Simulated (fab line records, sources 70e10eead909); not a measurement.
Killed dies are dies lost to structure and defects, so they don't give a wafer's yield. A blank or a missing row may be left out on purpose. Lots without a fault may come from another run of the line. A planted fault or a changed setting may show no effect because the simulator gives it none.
Which tool did it? | flow nand_harc | 13 lots, 39 wafers sampled, at 6 steps of a route of 1302

WHAT THE GAUGES READ, wafer by wafer
NHARC_A_START_INSPECT_01. Usual: raw_defect_count 3.4, standard deviation 1.6.
lot  | measured     | on                | raw_defect_count | flag
L547 | day 6 17:41  | defect_inspect-02 | 0 2 1            |
L548 | day 7 01:19  | defect_inspect-01 | 4 4 1            |
L549 | day 7 18:08  | defect_inspect-01 | 3 4 3            |
L550 | day 7 22:29  | defect_inspect-01 | 3 1 1            |
L551 | day 8 14:54  | defect_inspect-01 | 4 2 1            |
L553 | day 9 00:52  | defect_inspect-02 | 1 7 4            |
L556 | day 10 16:50 | defect_inspect-02 | 3 4 4            |
L557 | day 10 21:01 | defect_inspect-01 | 0 5 3            |
L558 | day 11 03:55 | defect_inspect-01 | 5 3 4            |
L564 | day 13 16:49 | defect_inspect-01 | 4 4 7            |
L565 | day 14 01:43 | defect_inspect-01 | 4 2 3            |
L569 | day 16 00:03 | defect_inspect-01 | 4 1 1            |
L570 | day 16 03:54 | defect_inspect-01 | 4 5 2            |

NHARC_A_ONON_D1_THK_MEAS_18: measures by ellipsometry. Usual: thk_nm 997 nm, standard deviation 12.
lot  | measured     | on            | thk_nm (nm)    | flag
L547 | day 8 03:13  | film_metro-01 | 1008 1010 1008 |
L548 | day 8 14:55  | film_metro-01 | 1002 1003 1002 |
L549 | day 9 07:09  | film_metro-02 | 992 993 993    |
L550 | day 9 07:10  | film_metro-01 | 1000 999 1001  |
L551 | day 9 23:31  | film_metro-01 | 993 992 992    |
L553 | day 10 10:19 | film_metro-02 | 1001 1001 1002 |
L556 | day 12 07:26 | film_metro-01 | 1004 1002 1003 |
L557 | day 12 07:29 | film_metro-02 | 999 1000 1002  |
L558 | day 12 15:08 | film_metro-01 | 1025 1025 1026 |
L564 | day 15 01:59 | film_metro-01 | 991 1529 992   | OFF
L565 | day 15 13:32 | film_metro-01 | 1000 1535 997  | OFF
L569 | day 17 10:02 | film_metro-02 | 986 985 986    |
L570 | day 17 16:40 | film_metro-02 | 995 995 994    |

NHARC_END_SORT_01. Usual: killed_at_array 54, standard deviation 21; killed_at_other 1.0, standard deviation 1.2; killed_at_periphery 3.6, standard deviation 2.6; killed_dies 58, standard deviation 20; killed_open 3.3, standard deviation 1.9; killed_short 2.6, standard deviation 1.5.
lot  | measured     | on        | killed_at_array | killed_at_other | killed_at_periphery | killed_dies | killed_open | killed_short | flag
L564 | day 30 18:21 | prober-01 | 41 672 44       | 0 1 2           | 3 4 4               | 44 677 50   | 2 4 1       | 2 2 3        | OFF
L565 | day 31 20:32 | prober-02 | 66 672 69       | 1 2 0           | 6 3 1               | 73 677 70   | 6 2 6       | 2 4 4        | OFF

WHICH TOOL RAN EACH LOT (tool, then ch and the chambers of the sampled wafers, then the start)
lot  | NHARC_P_BONDPAD_ETCH_24                       | NHARC_P_BONDPAD_DEGAS_25     | NHARC_A_ONON_D1_DEP_16
L547 | rie_diel-11 ch 1,2,3, day 6 15:30 or earlier  | pvd_sputter-03, day 6 15:30  | pecvd_onon-04 ch 0, day 8 02:53
L548 | rie_diel-12 ch 0,1,2, day 6 23:01 or earlier  | pvd_sputter-03, day 6 23:01  | pecvd_onon-04 ch 0, day 8 14:31
L549 | rie_diel-04 ch 0,2, day 7 15:58 or earlier    | pvd_sputter-02, day 7 15:58  | pecvd_onon-04 ch 0, day 9 06:39
L550 | rie_diel-11 ch 1,2, day 7 20:08 or earlier    | pvd_sputter-01, day 7 20:08  | pecvd_onon-03 ch 0, day 9 06:46
L551 | rie_diel-12 ch 1,3, day 8 12:50 or earlier    | pvd_sputter-02, day 8 12:50  | pecvd_onon-04 ch 0, day 9 23:07
L553 | rie_diel-11 ch 1,2,3, day 8 22:47 or earlier  | pvd_sputter-01, day 8 22:47  | pecvd_onon-04 ch 0, day 10 09:48
L556 | rie_diel-12 ch 1,3, day 10 14:44 or earlier   | pvd_sputter-02, day 10 14:44 | pecvd_onon-04 ch 0, day 12 07:02
L557 | rie_diel-11 ch 2,3, day 10 18:55 or earlier   | pvd_sputter-03, day 10 18:55 | pecvd_onon-03 ch 0, day 12 07:02
L558 | rie_diel-11 ch 2,3, day 11 01:50 or earlier   | pvd_sputter-01, day 11 01:50 | pecvd_onon-04 ch 0, day 12 14:41
L564 | rie_diel-11 ch 0,2,3, day 13 14:45 or earlier | pvd_sputter-03, day 13 14:45 | pecvd_onon-04 ch 0, day 15 01:29
L565 | rie_diel-12 ch 2,3, day 13 23:38 or earlier   | pvd_sputter-02, day 13 23:38 | pecvd_onon-04 ch 0, day 15 13:02
L569 | rie_diel-12 ch 0,1,3, day 15 22:00 or earlier | pvd_sputter-02, day 15 22:00 | pecvd_onon-01 ch 0, day 17 09:35
L570 | rie_diel-12 ch 0,1, day 16 01:50 or earlier   | pvd_sputter-02, day 16 01:50 | pecvd_onon-03 ch 0, day 17 16:13
- NHARC_P_BONDPAD_ETCH_24: etches the open film in CF4/N2, target depth 30 nm, time 72.99 s.
- NHARC_P_BONDPAD_DEGAS_25: time 60 s.
- NHARC_A_ONON_D1_DEP_16: target thk 1000 nm.

WHAT THE TOOLS THEMSELVES READ (means of the sampled wafers that have a number; where no wafer has one, the mark that the record gives instead)
NHARC_P_BONDPAD_ETCH_24. Usual: bias_w 100.0 W, standard deviation 0.32; drypump_motor_current_A 5.8 A, standard deviation 0.49; oes_product_au 1.004 a.u., standard deviation 0.0098; rf_vpp_V 314.7 V, standard deviation 1.8; showerhead_plenum_p_Torr 2.66 Torr, standard deviation 0.094; throttle_valve_pct 19.795 %, standard deviation 0.0084.
lot  | tool        | bias_w (W) | drypump_motor_current_A (A) | oes_product_au (a.u.) | rf_vpp_V (V) | showerhead_plenum_p_Torr (Torr) | throttle_valve_pct (%) | flag
L547 | rie_diel-11 | 99.9       | 5.9                         | 0.996                 | 316.4        | 2.73                            | 19.801                 |
L548 | rie_diel-12 | 100.0      | 5.5                         | 1.000                 | 315.2        | 2.65                            | 19.796                 |
L549 | rie_diel-04 | 100.1      | 5.8                         | 1.004                 | 314.1        | 2.58                            | 19.798                 |
L550 | rie_diel-11 | 99.9       | 5.9                         | 1.003                 | 315.5        | 2.75                            | 19.795                 |
L551 | rie_diel-12 | 100.2      | 5.2                         | 1.012                 | 315.4        | 2.67                            | 19.800                 |
L553 | rie_diel-11 | 99.9       | 5.9                         | 1.009                 | 314.8        | 2.73                            | 19.796                 |
L556 | rie_diel-12 | 99.7       | 5.2                         | 1.005                 | 315.0        | 2.67                            | 19.790                 |
L557 | rie_diel-11 | 99.9       | 5.8                         | 1.009                 | 315.6        | 2.70                            | 19.801                 |
L558 | rie_diel-11 | 99.9       | 5.9                         | 1.010                 | 316.1        | 2.75                            | 19.800                 |
L564 | rie_diel-11 | 100.0      | 6.2                         | 0.999                 | 315.7        | 2.73                            | 19.797                 |
L565 | rie_diel-12 | 100.0      | 6.0                         | 1.004                 | 312.1        | 2.54                            | 19.793                 |
L569 | rie_diel-12 | 100.2      | 5.3                         | 0.999                 | 313.9        | 2.65                            | 19.793                 |
L570 | rie_diel-12 | 100.1      | 5.2                         | 1.000                 | 314.6        | 2.68                            | 19.787                 |

NHARC_P_BONDPAD_DEGAS_25. Usual: heater_power_w 455 W, standard deviation 57.
lot  | tool           | heater_power_w (W) | flag
L547 | pvd_sputter-03 | 432                |
L548 | pvd_sputter-03 | 449                |
L549 | pvd_sputter-02 | 486                |
L550 | pvd_sputter-01 | 440                |
L551 | pvd_sputter-02 | 475                |
L553 | pvd_sputter-01 | 435                |
L556 | pvd_sputter-02 | 479                |
L557 | pvd_sputter-03 | 481                |
L558 | pvd_sputter-01 | 461                |
L564 | pvd_sputter-03 | 481                |
L565 | pvd_sputter-02 | 494                |
L569 | pvd_sputter-02 | 470                |
L570 | pvd_sputter-02 | 463                |

THE ANSWER, worked out from the rows above alone
Rule: a lot is off if the mean of its wafers that have a number lies more than 3 standard deviations from the usual mean. A lot without any number at a reading at which 4 lots or more have one is off too. The other lots that the step has rows for count as sound. The gauges are gone through in route order, then the tools' own readings, and for those a lot's mean is taken as printed above. The first step at which some lot is off is used, and at that step the reading that is off furthest; a lot without a number counts as furthest.
Off: L564, L565, at NHARC_A_ONON_D1_THK_MEAS_18 (thk_nm).
A tool fits if, at a process step before that reading, it ran every lot that is off, and no sound lot after the first of them. The gauges at NHARC_A_ONON_D1_THK_MEAS_18 aren't tried: what is off there is off at NHARC_END_SORT_01 too, on other tools, and a gauge's error can't cause that. NHARC_P_BONDPAD_ETCH_24 gives no start for some lots, so the hours and the order of its lots are those of NHARC_P_BONDPAD_DEGAS_25. One fits: pecvd_onon-04 at NHARC_A_ONON_D1_DEP_16. Its last sound lot is L558 (day 12 14:41), its first lot that is off L564 (day 15 01:29): a fault that began between those two fits.

WHAT THE SIMULATOR HAD PUT IN
Process parameter drift: pecvd_onon-04, from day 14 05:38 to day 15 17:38, at NHARC_A_ONON_D1_DEP_16. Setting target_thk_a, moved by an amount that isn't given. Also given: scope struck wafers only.
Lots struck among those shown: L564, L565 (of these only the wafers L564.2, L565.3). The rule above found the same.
